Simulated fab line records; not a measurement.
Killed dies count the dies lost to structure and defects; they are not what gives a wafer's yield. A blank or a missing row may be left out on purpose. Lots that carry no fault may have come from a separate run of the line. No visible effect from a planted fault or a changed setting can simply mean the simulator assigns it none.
fab line records | flow nand_harc
[record] lots = 24 wafers = 72 last_day = 33
route steps=1302 shown P_START@1 P_GATE@132 P_CONTACT@242 P_M0@265
lots with no fault: from the same line, run without faults
start_h: start of the lot's first displayed wafer, in hours after the record's first day | wait_h: hours since the lot's step before | " the same as in the row above | L1.1+2: one row covering several wafers at once | - either no value or no given start | * or withheld: withheld | < > ~ a bound
route shown NAME@n: names a module that has steps shown in the file, with the first one's number in the route | usual: average and standard deviation across the fault-free wafers | same: alike in all rows | chamber/n: place in a boat | sites: readings site by site | _std_site: standard deviation across them | _edge_site: the outer-site mean with the inner-site mean subtracted | radius_mm: for every site, how far away it sits from the centre of the wafer | mask NAME#n: copy n | behind: the last tool/chamber to shape the wafer | hold: the reason the lot was held/the length of the hold in hours/how it ended | device: which transistor (n, p or np) failed to switch | end of line: at the end of the route, the tests of the same wafers | a step given without rows: its recipe and nothing more | killed: at the first sort, the dies lost to defects and structure; wafer yield is something else | map: dies across one wafer; x = killed, . = not, _ = none there
set.NAME: the setting the step ran with; set.NAME@STEP: the setting that earlier step ran with | model.NAME: the simulator's own value behind a step, which no gauge read
a sample of lots followed through the steps of the route, with each step as a table and each wafer as a row
services: the hour from which a tool's chamber was out of use, counted from the record's first day as start_h (under 0 if before that day), plus the number of hours and why
[[steps]]
[step NHARC_P_START_INSPECT_01]
[usual] raw_defect_count = 3.4/1.7
// columns lot.wafer tool chamber start_h wait_h raw_defect_count
L074.1 defect_inspect-01 - 20.04 - 3
L074.4 " - " " 3
L074.6 " - " " 5
L075.1 defect_inspect-02 - 30.04 - 4
L075.2 " - " " 4
L075.5 " - " " 2
L076.1 defect_inspect-02 - 40.03 - 5
L076.2 " - " " 2
L076.3 " - " " 4
L077.1 defect_inspect-02 - 50.03 - 3
L077.2 " - " " 3
L077.5 " - " " 6
L078.2 defect_inspect-02 - 60.05 - 5
L078.5 " - " " 1
L078.6 " - " " 1
L079.1 defect_inspect-01 - 70.04 - 6
L079.5 " - " " 6
L079.6 " - " " 6
L080.3 defect_inspect-02 - 80.04 - 1
L080.4 " - " " 2
L080.6 " - " " 3
L081.2 defect_inspect-02 - 90.04 - 3
L081.3 " - " " 5
L081.6 " - " " 4
L082.1 defect_inspect-01 - 100.04 - 3
L082.2 " - " " 1
L082.6 " - " " 3
L083.1 defect_inspect-01 - 110.04 - 2
L083.2 " - " " 3
L083.6 " - " " 5
L084.3 defect_inspect-02 - 120.04 - 4
L084.4 " - " " 6
L084.5 " - " " 2
L085.2 defect_inspect-02 - 130.04 - 2
L085.4 " - " " 4
L085.6 " - " " 5
L086.3 defect_inspect-01 - 140.04 - 3
L086.4 " - " " 5
L086.6 " - " " 5
L087.1 defect_inspect-01 - 150.04 - 7
L087.3 " - " " 2
L087.4 " - " " 2
L088.1 defect_inspect-01 - 160.04 - 6
L088.3 " - " " 5
L088.4 " - " " 5
L089.1 defect_inspect-02 - 170.04 - 3
L089.3 " - " " 3
L089.4 " - " " 2
L090.1 defect_inspect-01 - 180.04 - 6
L090.3 " - " " 3
L090.4 " - " " 4
L091.3 defect_inspect-02 - 190.04 - 1
L091.5 " - " " 1
L091.6 " - " " 6
L092.1 defect_inspect-01 - 200.04 - 5
L092.2 " - " " 5
L092.5 " - " " 2
L093.1 defect_inspect-02 - 210.04 - 4
L093.4 " - " " 2
L093.6 " - " " 5
L094.1 defect_inspect-01 - 220.04 - 3
L094.2 " - " " 0
L094.5 " - " " 5
L095.1 defect_inspect-02 - 230.03 - 5
L095.4 " - " " 6
L095.5 " - " " 8
L096.2 defect_inspect-02 - 240.04 - 0
L096.3 " - " " 3
L096.4 " - " " 4
L097.1 defect_inspect-01 - 250.04 - 3
L097.3 " - " " 2
L097.6 " - " " 2
[step NHARC_P_GATE_DEP_103]
[recipe] target_thk_a = 300 target_thk_nm = 30 temp_c = 400 flow_sccm = 200 rf_w = 350 material = SiON
[usual] heater_power_w = 730/120
// columns lot.wafer tool chamber start_h wait_h heater_power_w
L074.1 pecvd-01 0 106.68 0.6 714
L074.4 " 2 " " 528
L074.6 " 0 " " 708
L075.1 pecvd-01 0 107.29 0.6 684
L075.2 " 2 " " 523
L075.5 " 1 " " 694
L076.2 pecvd-04 0 126.02 0.5 704
L076.1 " 1 " " 1020
L076.3 " 2 " " 578
L078.2 pecvd-04 1 136.93 0.5 957
L078.5 " 1 " " 981
L078.6 " 2 " " 652
L077.1 pecvd-02 1 137.55 0.6 770
L077.2 " 2 " " 814
L077.5 " 0 " " 831
L079.1 pecvd-01 1 151.54 0.8 719
L079.6 " 1 " " 737
L079.5 " 2 " " 470
L081.2 pecvd-01 2 164.67 0.5 579
L081.3 " 1 " " 832
L081.6 " 2 " " 567
L080.3 pecvd-01 2 165.30 0.3 544
L080.4 " 2 " " 553
L080.6 " 0 " " 801
L082.2 pecvd-01 0 181.14 0.4 722
L082.1 " 1 " " 840
L082.6 " 1 " " 855
L083.1 pecvd-02 2 186.81 0.6 831
L083.2 " 0 " " 740
L083.6 " 2 " " 834
L084.4 pecvd-04 0 205.16 0.3 777
L084.3 " 2 " " 587
L084.5 " 0 " " 773
L086.3 pecvd-02 0 211.64 0.3 848
L086.4 " 1 " " 672
L086.6 " 2 " " 717
L085.2 pecvd-01 0 211.69 0.5 798
L085.6 " 1 " " 787
L085.4 " 2 " " 559
L087.1 pecvd-04 2 238.96 0.6 570
L087.3 " 0 " " 743
L087.4 " 2 " " 567
L088.1 pecvd-01 0 239.57 0.6 749
L088.3 " 1 " " 800
L088.4 " 1 " " 834
L089.3 pecvd-01 2 241.68 0.3 543
L089.1 " 1 " " 707
L089.4 " 1 " " 711
L090.1 pecvd-04 0 257.79 0.6 768
L090.3 " 1 " " 967
L090.4 " 1 " " 1002
L091.3 pecvd-02 2 269.90 0.4 751
L091.5 " 1 " " 700
L091.6 " 2 " " 764
L092.2 pecvd-04 1 288.44 0.5 985
L092.1 " 0 " " 748
L092.5 " 1 " " 973
L093.1 pecvd-01 0 294.37 0.6 705
L093.6 " 0 " " 711
L093.4 " 2 " " 487
L094.2 pecvd-04 1 298.22 0.4 839
L094.1 " 2 " " 561
L094.5 " 1 " " 856
L095.1 pecvd-02 1 313.68 0.6 671
L095.4 " 0 " " 697
L095.5 " 2 " " 727
L096.2 pecvd-02 0 318.01 0.4 793
L096.3 " 2 " " 830
L096.4 " 1 " " 814
L097.3 pecvd-02 0 322.41 0.4 775
L097.1 " 1 " " 700
L097.6 " 2 " " 809
[step NHARC_P_GATE_DEGAS_109]
[recipe] temp_c = 300 time_s = 60
[usual] heater_power_w = 450/38
[same] time_s = 60
// columns lot.wafer tool chamber start_h wait_h heater_power_w
L074.1 pvd_sputter-03 - 124.85 0.1 522
L074.4 " - " " 424
L074.6 " - " " 524
L075.2 pvd_sputter-03 - 125.72 0.1 443
L075.1 " - " " 510
L075.5 " - " " 414
L076.3 pvd_sputter-01 - 144.18 0.1 428
L076.1 " - " " 450
L076.2 " - " " 435
L078.2 pvd_sputter-03 - 157.35 0.1 524
L078.5 " - " " 405
L078.6 " - " " 435
L077.1 pvd_sputter-01 - 157.50 0.1 435
L077.2 " - " " 530
L077.5 " - " " 450
L079.1 pvd_sputter-02 - 170.08 0.1 463
L079.5 " - " " 460
L079.6 " - " " 418
L081.2 pvd_sputter-01 - 182.94 0.1 542
L081.3 " - " " 433
L081.6 " - " " 448
L080.4 pvd_sputter-02 - 185.77 0.1 461
L080.3 " - " " 486
L080.6 " - " " 448
L082.1 pvd_sputter-03 - 199.01 0.1 423
L082.2 " - " " 493
L082.6 " - " " 389
L083.1 pvd_sputter-01 - 205.22 0.1 430
L083.2 " - " " 447
L083.6 " - " " 527
L084.4 pvd_sputter-02 - 223.53 0.1 453
L084.3 " - " " 468
L084.5 " - " " 504
L085.4 pvd_sputter-03 - 230.21 0.1 425
L085.2 " - " " 395
L085.6 " - " " 419
L086.4 pvd_sputter-03 - 230.62 0.1 418
L086.3 " - " " 391
L086.6 " - " " 423
L087.4 pvd_sputter-01 - 256.86 0.1 539
L087.1 " - " " 418
L087.3 " - " " 457
L088.3 pvd_sputter-01 - 257.93 0.1 445
L088.1 " - " " 530
L088.4 " - " " 433
L089.1 pvd_sputter-02 - 262.04 0.1 472
L089.4 " - " " 504
L089.3 " - " " 424
L090.1 pvd_sputter-03 - 278.06 0.1 389
L090.4 " - " " 419
L090.3 " - " " 504
L091.3 pvd_sputter-01 - 288.11 0.1 434
L091.5 " - " " 425
L091.6 " - " " 434
L092.2 pvd_sputter-03 - 308.65 0.1 510
L092.1 " - " " 396
L092.5 " - " " 397
L093.1 pvd_sputter-02 - 312.90 0.1 429
L093.4 " - " " 442
L093.6 " - " " 454
L094.1 pvd_sputter-02 - 316.50 0.1 455
L094.2 " - " " 418
L094.5 " - " " 465
L095.4 pvd_sputter-03 - 331.59 0.1 427
L095.1 " - " " 435
L095.5 " - " " 433
L096.2 pvd_sputter-02 - 335.94 0.1 446
L096.3 " - " " 451
L096.4 " - " " 457
L097.1 pvd_sputter-03 - 340.52 0.1 413
L097.3 " - " " 506
L097.6 " - " " 418
[step NHARC_P_CONTACT_STRIP_28]
[recipe] o2_flow_sccm = 500 ar_flow_sccm = 0 bias_w = 0 chemistry = O2
[usual] drypump_motor_current_A = 5.80/0.29 oes_product_au = 1.000/0.017 rf_vpp_V = 57.8/0.91 showerhead_plenum_p_Torr = 3.56/0.15 throttle_valve_pct = 17.036/0.01
// columns lot.wafer tool chamber start_h wait_h drypump_motor_current_A oes_product_au rf_hours_counter_h rf_vpp_V showerhead_plenum_p_Torr throttle_valve_pct
L074.1 rie_diel-08 2 128.60 0.1 5.98 0.994 5.6 57.4 3.54 17.037
L074.4 " 3 " " 5.80 1.023 5.3 58.1 3.71 17.047
L074.6 " 1 " " 5.33 0.975 - 58.0 3.39 17.024
L075.2 rie_diel-07 2 129.44 0.1 5.75 0.993 0.4 57.1 3.41 17.045
L075.1 " 3 " " 5.83 1.013 0.4 57.7 3.77 17.043
L075.5 " 1 " " 5.95 0.987 - 58.2 3.41 17.032
L076.3 rie_diel-11 3 147.78 0.1 6.34 0.992 2.1 59.5 3.77 17.028
L076.2 " 0 " " 5.39 1.003 2.2 58.7 3.77 17.033
L076.1 " 1 " " 6.00 0.994 1.9 58.0 3.51 17.046
L078.2 rie_diel-08 1 161.09 0.1 5.34 0.994 6.3 56.9 3.39 17.035
L078.5 " 2 " " 6.00 0.990 - 58.3 3.53 17.036
L078.6 " 3 " " 5.85 1.011 - 58.2 3.71 17.038
L077.1 rie_diel-11 1 161.24 0.1 5.97 0.998 2.0 58.6 3.51 17.032
L077.2 " 3 " " 6.32 1.012 2.2 58.0 3.77 17.050
L077.5 " 0 " " 5.39 1.007 - 59.7 3.77 17.056
L079.1 rie_diel-07 1 173.97 0.1 5.96 0.985 1.5 56.9 3.41 17.055
L079.5 " 3 " " 5.82 1.022 - 58.3 3.77 17.044
L079.6 " 0 " " 6.28 1.021 - 59.0 3.67 17.046
L081.2 rie_diel-11 0 186.65 0.1 5.40 1.000 3.0 58.0 3.77 17.043
L081.3 " 3 " " 6.32 1.002 2.9 58.4 3.77 17.027
L081.6 " 1 " " 5.99 0.991 - 56.5 3.51 17.022
L080.4 rie_diel-07 2 189.47 0.1 5.72 1.011 1.9 57.4 3.41 17.032
L080.3 " 0 " " 6.35 1.019 2.1 58.7 3.67 17.052
L080.6 " 1 " " 5.94 0.989 - 58.9 3.41 17.039
L082.2 rie_diel-11 1 202.74 0.1 5.96 0.983 2.9 56.7 3.51 17.021
L082.1 " 2 " " 5.87 0.986 2.8 57.2 3.31 17.035
L082.6 " 0 " " 5.39 1.011 - 57.5 3.77 17.031
L083.1 rie_diel-07 2 208.94 0.1 5.71 1.009 2.3 57.0 3.41 17.046
L083.2 " 3 " " 5.81 0.990 2.2 57.0 3.77 17.036
L083.6 " 2 " " 5.71 0.994 - 57.4 3.41 17.045
L084.4 rie_diel-07 3 227.29 0.1 5.83 1.016 2.5 58.3 3.77 17.029
L084.3 " 0 " " 6.30 1.023 2.7 58.8 3.67 17.030
L084.5 " 3 " " 5.85 1.019 - 59.6 3.77 17.040
L085.2 rie_diel-11 0 233.90 0.1 5.40 1.001 4.6 57.9 3.77 17.016
L085.4 " 1 " " 5.99 0.996 - 58.2 3.51 17.046
L085.6 " 2 " " 5.90 0.993 - 57.4 3.31 17.024
L086.4 rie_diel-07 1 234.36 0.1 5.96 0.993 3.3 58.3 3.41 17.026
L086.3 " 3 " " 5.82 1.016 3.0 58.6 3.77 17.033
L086.6 " 2 " " 5.71 0.995 - 57.9 3.40 17.035
L087.4 rie_diel-08 2 260.46 0.1 5.99 0.962 1.8 57.5 3.53 17.033
L087.1 " 3 " " 5.86 1.023 2.1 56.9 3.70 17.038
L087.3 " 0 " " 5.53 1.016 2.2 59.3 3.53 17.016
L088.4 rie_diel-08 2 261.49 0.1 5.98 0.967 1.9 58.4 3.53 17.043
L088.3 " 3 " " 5.85 1.017 2.1 58.1 3.70 17.015
L088.1 " 0 " " 5.52 1.008 2.3 57.5 3.52 17.034
L089.1 rie_diel-08 0 265.62 0.1 5.52 1.012 2.4 56.6 3.53 17.044
L089.4 " 2 " " 5.97 0.957 2.0 57.7 3.53 17.027
L089.3 " 3 " " 5.86 1.006 2.3 59.4 3.70 17.038
L090.3 rie_diel-08 2 281.81 0.1 6.00 0.976 2.6 57.9 3.53 17.031
L090.1 " 3 " " 5.87 1.033 3.0 58.6 3.70 17.043
L090.4 " 0 " " 5.50 1.015 3.6 56.5 3.52 17.042
L091.3 rie_diel-08 0 291.72 0.1 5.55 1.004 4.0 57.3 3.52 17.031
L091.5 " 0 " " 5.52 1.013 - 58.0 3.52 17.031
L091.6 " 1 " " 5.34 0.989 - 57.7 3.39 17.033
L092.1 rie_diel-08 0 312.52 0.1 5.53 1.003 4.9 57.3 3.52 17.030
L092.2 " 1 " " 5.34 0.988 4.3 57.3 3.38 17.047
L092.5 " 2 " " 5.97 0.970 - 58.2 3.53 17.055
L093.4 rie_diel-07 1 316.66 0.1 5.96 1.013 0.0 58.4 3.41 17.051
L093.1 " 2 " " 5.72 1.003 0.8 56.1 3.40 17.033
L093.6 " 0 " " 6.29 1.008 - 57.5 3.67 17.029
L094.2 rie_diel-08 1 320.25 0.1 5.34 1.000 4.3 58.1 3.38 17.051
L094.1 " 0 " " 5.56 1.009 5.0 58.6 3.52 17.032
L094.5 " 2 " " 5.96 0.968 - 55.6 3.53 17.059
L095.1 rie_diel-08 1 335.32 0.1 5.34 0.983 5.1 56.0 3.38 17.036
L095.4 " 2 " " 5.99 0.972 4.4 58.5 3.53 17.031
L095.5 " 1 " " 5.33 0.989 - 57.3 3.38 17.057
L096.2 rie_diel-07 0 339.80 0.1 6.33 1.010 1.0 59.2 3.67 17.015
L096.4 " 1 " " 5.99 1.000 0.2 57.3 3.41 17.037
L096.3 " 2 " " 5.72 0.992 1.0 57.8 3.40 17.040
L097.1 rie_diel-08 3 344.33 0.1 5.83 1.037 5.3 58.3 3.70 17.017
L097.3 " 2 " " 5.98 0.980 5.1 58.5 3.53 17.048
L097.6 " 3 " " 5.85 1.037 - 58.5 3.70 17.036
[step NHARC_P_M0_INSPECT_11]
[usual] raw_defect_count = 5/3.2
// columns lot.wafer tool chamber start_h wait_h raw_defect_count
L074.1 defect_inspect-02 - 131.72 0.0 3
L074.4 " - " " 8
L074.6 " - " " 8
L075.1 defect_inspect-02 - 132.60 0.0 1
L075.2 " - " " 4
L075.5 " - " " 2
L076.1 defect_inspect-02 - 150.94 0.0 5
L076.2 " - " " 6
L076.3 " - " " 6
L078.2 defect_inspect-01 - 164.25 0.0 5
L078.5 " - " " 2
L078.6 " - " " 5
L077.1 defect_inspect-02 - 164.41 0.0 8
L077.2 " - " " 1
L077.5 " - " " 5
L079.1 defect_inspect-01 - 177.10 0.0 12
L079.5 " - " " 7
L079.6 " - " " 9
L081.2 defect_inspect-01 - 190.10 0.0 5
L081.3 " - " " 16
L081.6 " - " " 4
L080.3 defect_inspect-02 - 192.49 0.0 3
L080.4 " - " " 4
L080.6 " - " " 3
L082.1 defect_inspect-01 - 205.87 0.0 8
L082.2 " - " " 8
L082.6 " - " " 7
L083.1 defect_inspect-01 - 212.10 0.0 3
L083.2 " - " " 5
L083.6 " - " " 4
L084.3 defect_inspect-01 - 230.56 0.0 6
L084.4 " - " " 7
L084.5 " - " " 6
L085.2 defect_inspect-01 - 237.11 0.0 1
L085.4 " - " " 1
L085.6 " - " " 4
L086.3 defect_inspect-01 - 237.52 0.0 3
L086.4 " - " " 1
L086.6 " - " " 4
L087.1 defect_inspect-01 - 263.60 0.0 9
L087.3 " - " " 4
L087.4 " - " " 4
L088.1 defect_inspect-01 - 264.64 0.0 4
L088.3 " - " " 5
L088.4 " - " " 4
L089.1 defect_inspect-01 - 268.78 0.0 15
L089.3 " - " " 10
L089.4 " - " " 7
L090.1 defect_inspect-02 - 284.85 0.0 2
L090.3 " - " " 5
L090.4 " - " " 1
L091.3 defect_inspect-01 - 294.75 0.0 1
L091.5 " - " " 2
L091.6 " - " " 3
L092.1 defect_inspect-02 - 315.66 0.0 0
L092.2 " - " " 5
L092.5 " - " " 4
L093.1 defect_inspect-01 - 319.95 0.0 1
L093.4 " - " " 1
L093.6 " - " " 2
L094.1 defect_inspect-02 - 323.41 0.0 6
L094.2 " - " " 5
L094.5 " - " " 4
L095.1 defect_inspect-01 - 338.64 0.0 4
L095.4 " - " " 13
L095.5 " - " " 2
L096.2 defect_inspect-01 - 342.96 0.0 3
L096.3 " - " " 1
L096.4 " - " " 10
L097.1 defect_inspect-02 - 347.49 0.0 7
L097.3 " - " " 6
L097.6 " - " " 1
[step NHARC_P_M0_ANNEAL_30]
[recipe] temp_c = 225 time_s = 90
[usual] wafer_temp_C_max = 226.16/0.25
[same] time_s = 90
// columns lot.wafer tool chamber start_h wait_h wafer_temp_C_max
L074.1 rtp_anneal-02 0 133.44 0.3 226.45
L074.4 " 0 " " 226.38
L074.6 " 0 " " 226.36
L075.1 rtp_anneal-01 0 134.59 - 226.01
L075.2 " 0 " " 226.13
L075.5 " 0 " " 226.55
L076.1 rtp_anneal-01 0 152.78 0.3 226.76
L076.2 " 0 " " 226.07
L076.3 " 0 " " 226.49
L078.2 rtp_anneal-01 0 166.13 - 225.86
L078.5 " 0 " " 226.13
L078.6 " 0 " " 226.35
L077.1 rtp_anneal-02 0 166.38 0.3 226.67
L077.2 " 0 " " 226.21
L077.5 " 0 " " 226.52
L079.1 rtp_anneal-01 0 178.91 - 225.78
L079.5 " 0 " " 226.10
L079.6 " 0 " " 225.90
L081.2 rtp_anneal-02 0 192.14 - 226.59
L081.3 " 0 " " 226.24
L081.6 " 0 " " 226.28
L080.3 rtp_anneal-01 0 194.42 0.3 225.98
L080.4 " 0 " " 225.82
L080.6 " 0 " " 225.91
L082.1 rtp_anneal-01 0 207.61 - 225.95
L082.2 " 0 " " 225.89
L082.6 " 0 " " 226.07
L083.1 rtp_anneal-01 0 214.60 - 226.15
L083.2 " 0 " " 225.70
L083.6 " 0 " " 225.84
L084.3 rtp_anneal-01 0 232.38 - 225.52
L084.4 " 0 " " 225.91
L084.5 " 0 " " 225.76
L085.2 rtp_anneal-01 0 238.88 0.3 226.46
L085.4 " 0 " " 225.91
L085.6 " 0 " " 225.95
L086.3 rtp_anneal-02 0 239.37 0.3 225.89
L086.4 " 0 " " 226.16
L086.6 " 0 " " 226.02
L087.1 rtp_anneal-01 0 265.42 0.3 226.32
L087.3 " 0 " " 226.29
L087.4 " 0 " " 226.52
L088.1 rtp_anneal-02 0 266.36 - 225.97
L088.3 " 0 " " 226.03
L088.4 " 0 " " 226.11
L089.1 rtp_anneal-01 0 270.50 0.3 226.19
L089.3 " 0 " " 225.90
L089.4 " 0 " " 226.33
L090.1 rtp_anneal-02 0 286.56 0.3 226.09
L090.3 " 0 " " 226.25
L090.4 " 0 " " 225.86
L091.3 rtp_anneal-01 0 296.65 0.3 226.29
L091.5 " 0 " " 226.10
L091.6 " 0 " " 226.23
L092.1 rtp_anneal-02 0 317.41 - 226.09
L092.2 " 0 " " 226.54
L092.5 " 0 " " 226.28
L093.1 rtp_anneal-01 0 321.75 0.3 226.03
L093.4 " 0 " " 226.02
L093.6 " 0 " " 226.25
L094.1 rtp_anneal-02 0 325.18 0.3 226.31
L094.2 " 0 " " 226.52
L094.5 " 0 " " 226.17
L095.1 rtp_anneal-01 0 340.42 0.4 226.64
L095.4 " 0 " " 226.38
L095.5 " 0 " " 226.32
L096.2 rtp_anneal-01 0 344.82 0.4 225.99
L096.3 " 0 " " 226.07
L096.4 " 0 " " 225.96
L097.1 rtp_anneal-01 0 349.21 - 226.09
L097.3 " 0 " " 226.12
L097.6 " 0 " " 226.24
[[services]]
// columns tool chamber start_h hours kind
rie_diel-08 0 85.78 4.0 repair
pecvd-04 - 88.26 13.0 pm
pvd_sputter-02 - 104.00 10.0 pm
pecvd-02 2 110.56 14.8 repair
pvd_sputter-03 - 112.36 5.6 repair
rie_diel-07 - 117.20 9.0 pm
pecvd-01 - 130.00 13.0 pm
pecvd-02 - 132.21 1.2 repair
rie_diel-11 3 154.31 3.9 repair
pvd_sputter-02 - 157.18 0.9 repair
pvd_sputter-03 - 170.08 10.0 pm
rie_diel-08 - 190.80 9.0 pm
pecvd-04 1 201.15 4.2 repair
pvd_sputter-01 - 212.40 9.8 repair
pecvd-02 - 216.88 3.2 repair
pvd_sputter-01 - 226.00 10.0 pm
pecvd-02 - 227.20 13.0 pm
pvd_sputter-02 - 239.30 0.6 repair
pecvd-04 - 269.26 13.0 pm
pvd_sputter-02 - 282.00 10.0 pm
rie_diel-07 - 294.20 9.0 pm
pvd_sputter-03 - 297.75 0.8 repair
pecvd-01 - 311.00 13.0 pm
pvd_sputter-03 - 348.08 10.0 pm
[[key]]
fault none
